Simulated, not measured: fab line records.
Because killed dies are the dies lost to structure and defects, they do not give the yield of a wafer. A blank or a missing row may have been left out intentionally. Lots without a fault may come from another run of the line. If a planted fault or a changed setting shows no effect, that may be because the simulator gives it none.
Chamber matching ; flow n5-finfet ; N5_FIN_SAQP_SPACER1_ALD_24 on ald-sin-03: 4 sister chambers
The step deposits SiO2, target thk 20.3 nm, pulse time 1 s, purge time 2 s. 8 wafers are shown with their chamber, then 6 later ones without.

EACH WAFER AND ITS CHAMBER
wafer;chamber;heater-power-outer-w (W);heater-power-w (W)
L368.6;3;299;529
L375.2;3;306;525
L375.4;1;213;412
L378.1;1;212;407
L378.2;2;284;488
L378.5;0;280;495
L379.4;2;281;494
L379.5;0;275;495

WAFERS MISSING THEIR CHAMBER
wafer;heater-power-outer-w (W);heater-power-w (W)
L379.6;307;517
L383.3;208;412
L383.4;305;519
L385.3;286;498
L385.4;312;542
L385.6;213;413

CHAMBER TAKEN BY EACH
wafer;from the rows above;in truth
L379.6;3;3
L383.3;1;1
L383.4;3;3
L385.3;can't be placed: 2 or 0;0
L385.4;3;3
L385.6;1;1
5 of 6 placed correctly. Unplaceable from these rows: 1, with the true chamber sitting among the candidates in 1. Wrongly placed: 0.
How it was worked out, from the rows above alone: a wafer's distance from a chamber is the root of the sum, over the readings, of the square of ((its reading less the chamber's mean) divided by the reading's scatter). The wafer belongs to the nearest chamber; if the next one is less than 2 further off, it can't be placed. For every chamber, the mean is computed from those of its wafers that are shown. The scatter: the root of (the sum of the squares of (reading less its chamber's mean) over the shown wafers, divided by (wafers less chambers)).
